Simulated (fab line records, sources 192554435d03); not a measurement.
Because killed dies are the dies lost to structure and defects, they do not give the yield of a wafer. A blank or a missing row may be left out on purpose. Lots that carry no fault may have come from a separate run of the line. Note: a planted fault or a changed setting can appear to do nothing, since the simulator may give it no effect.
A single fault, viewed from 3 desks || flow n5 finfet || every desk sees just its own numbers, and what lay behind them comes last

## THE DEFECT DESK
For each lot, the counts of the inspections along the route, averaged over the sampled wafers that have a number. Marked OUT: a lot whose mean sits more than 4 standard deviations from the usual mean, which makes it out of limits; the brackets give that distance.
Columns: A = raw defect count at N5_STI_FIN_REVEAL_INSPECT_13, usual 12
{"lot": "L643", "first seen here": "day 4 19:05", "A": 18}
{"lot": "L645", "first seen here": "day 5 08:25", "A": 7}
{"lot": "L646", "first seen here": "day 5 13:18", "A": 14}
{"lot": "L649", "first seen here": "day 6 07:57", "A": 13}
{"lot": "L650", "first seen here": "day 6 15:38", "A": 11}
{"lot": "L655", "first seen here": "day 7 21:57", "A": 13}
{"lot": "L656", "first seen here": "day 8 03:40", "A": 9}
{"lot": "L657", "first seen here": "day 8 06:29", "A": 11}
Result from this desk: across the 8 lots, nothing is out of limits.

## THE METROLOGY DESK
What the gauges read, lot by lot, whatever tool the lot ran on: means of the sampled wafers that have a number. Marked OUT: a lot whose mean sits more than 4 standard deviations from the usual mean, which makes it out of limits; the brackets give that distance. Readings shown: 7 out of 11 (the first out of limits, and those lying furthest out on some lot).
Columns: A = trench depth nm at N5_STI_FIN_REVEAL_FIN_H_MEAS_10, usual 52.0 nm; B = DIBL_N at N5_BEOL_M4_RC_MEAS_101, usual 35.8 mV/V; C = IOFF_N at N5_BEOL_M4_RC_MEAS_101, usual 0.152 nA/um; D = IOFF_P at N5_BEOL_M4_RC_MEAS_101, usual 0.204 nA/um; E = ION_N at N5_BEOL_M4_RC_MEAS_101, usual 672 uA/um; F = ION_P at N5_BEOL_M4_RC_MEAS_101, usual 461 uA/um; G = VT_P at N5_BEOL_M4_RC_MEAS_101, usual -250.6 mV
{"lot": "L643", "first seen here": "day 4 19:00", "A": "57.8 (+12) OUT", "B": 34.9, "C": 0.148, "D": 0.176, "E": "724 (+5.9) OUT", "F": "490 (+4.6) OUT", "G": -252.7}
{"lot": "L645", "first seen here": "day 5 08:20", "A": "58.0 (+12) OUT", "B": 33.5, "C": 0.131, "D": 0.176, "E": "714 (+4.8) OUT", "F": "494 (+5.3) OUT", "G": -251.4}
{"lot": "L646", "first seen here": "day 5 13:13", "A": 52.1, "B": 35.8, "C": 0.144, "D": 0.179, "E": 666, "F": 456, "G": -252.9}
{"lot": "L649", "first seen here": "day 6 07:52", "A": 51.7, "B": 38.6, "C": 0.185, "D": 0.210, "E": 677, "F": 459, "G": -250.4}
{"lot": "L650", "first seen here": "day 6 15:33", "A": 52.0, "B": 34.4, "C": 0.126, "D": 0.171, "E": 662, "F": 456, "G": -255.3}
{"lot": "L655", "first seen here": "day 7 21:52", "A": 51.4, "B": 37.2, "C": 0.187, "D": 0.250, "E": 684, "F": 472, "G": -246.5}
{"lot": "L656", "first seen here": "day 8 03:35", "A": 51.4, "B": 36.5, "C": 0.171, "D": 0.206, "E": 677, "F": 462, "G": -249.6}
{"lot": "L657", "first seen here": "day 8 06:24", "A": 51.7, "B": 35.7, "C": 0.158, "D": 0.206, "E": 667, "F": 458, "G": -249.6}
This desk finds L643, L645 out of limits, L643 being first, at day 4 19:00 (trench depth nm at N5_STI_FIN_REVEAL_FIN_H_MEAS_10). In limits: L646, L649, L650, L655, L656, L657.

## THE TOOL OWNER'S DESK: rie diel-05
The tool's own readings at N5_STI_FIN_REVEAL_ETCHBACK_08 (etches SiO2 in C4F6/O2, target depth 30.5 nm, time 10.167 s): means of the sampled wafers that have a number, for each lot that ran on this tool. Marked OUT: a lot whose mean sits more than 4 standard deviations from the usual mean, which makes it out of limits; the brackets give that distance. It has 8 readings; the 7 that lie furthest out on some lot are the ones shown.
Columns: A = drypump motor current A at N5_STI_FIN_REVEAL_ETCHBACK_08, usual 5.7 A; B = mfc ar sccm at N5_STI_FIN_REVEAL_ETCHBACK_08, usual 300.1 sccm; C = oes_ar_750_au at N5_STI_FIN_REVEAL_ETCHBACK_08, usual 0.76 a.u.; D = oes_f_703_au at N5_STI_FIN_REVEAL_ETCHBACK_08, usual 0.76 a.u.; E = rf vpp V at N5_STI_FIN_REVEAL_ETCHBACK_08, usual 669 V; F = showerhead plenum p Torr at N5_STI_FIN_REVEAL_ETCHBACK_08, usual 2.84 Torr; G = throttle valve pct at N5_STI_FIN_REVEAL_ETCHBACK_08, usual 21.24 %
{"lot": "L643", "first seen here": "day 4 16:01", "A": 5.4, "B": 300.2, "C": 0.73, "D": 0.72, "E": 669, "F": 2.80, "G": 21.15}
{"lot": "L645", "first seen here": "day 5 05:11", "A": 5.6, "B": 300.5, "C": 0.73, "D": 0.72, "E": 668, "F": 2.76, "G": 21.10}
{"lot": "L655", "first seen here": "day 7 18:55", "A": 5.6, "B": 299.2, "C": 0.71, "D": 0.71, "E": 665, "F": 2.72, "G": 21.08}
{"lot": "L657", "first seen here": "day 8 03:19", "A": 5.3, "B": 300.6, "C": 0.76, "D": 0.76, "E": 668, "F": 2.76, "G": 21.07}
Result from this desk: across the 4 lots, nothing is out of limits.

## PUT TOGETHER
At day 4 19:00 the metrology desk could have sounded an alarm, on L643, L645.
Nothing out of limits was seen by the defect desk.
The tool owner's desk saw nothing out of limits.
The defect desk has L643, L645 on record, within its limits.
Tool owner's desk: L643, L645 on record, inside its limits.
Of the lots named, all ran N5_STI_FIN_REVEAL_ETCHBACK_08 on rie diel-05.

## WHAT WAS PUT IN BY THE SIMULATOR
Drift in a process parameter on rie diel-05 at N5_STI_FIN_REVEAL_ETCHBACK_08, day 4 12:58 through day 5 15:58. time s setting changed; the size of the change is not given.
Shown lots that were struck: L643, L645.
Time in hours between the start of the fault and the first out-of-limits reading at each desk: metrology desk, 6.
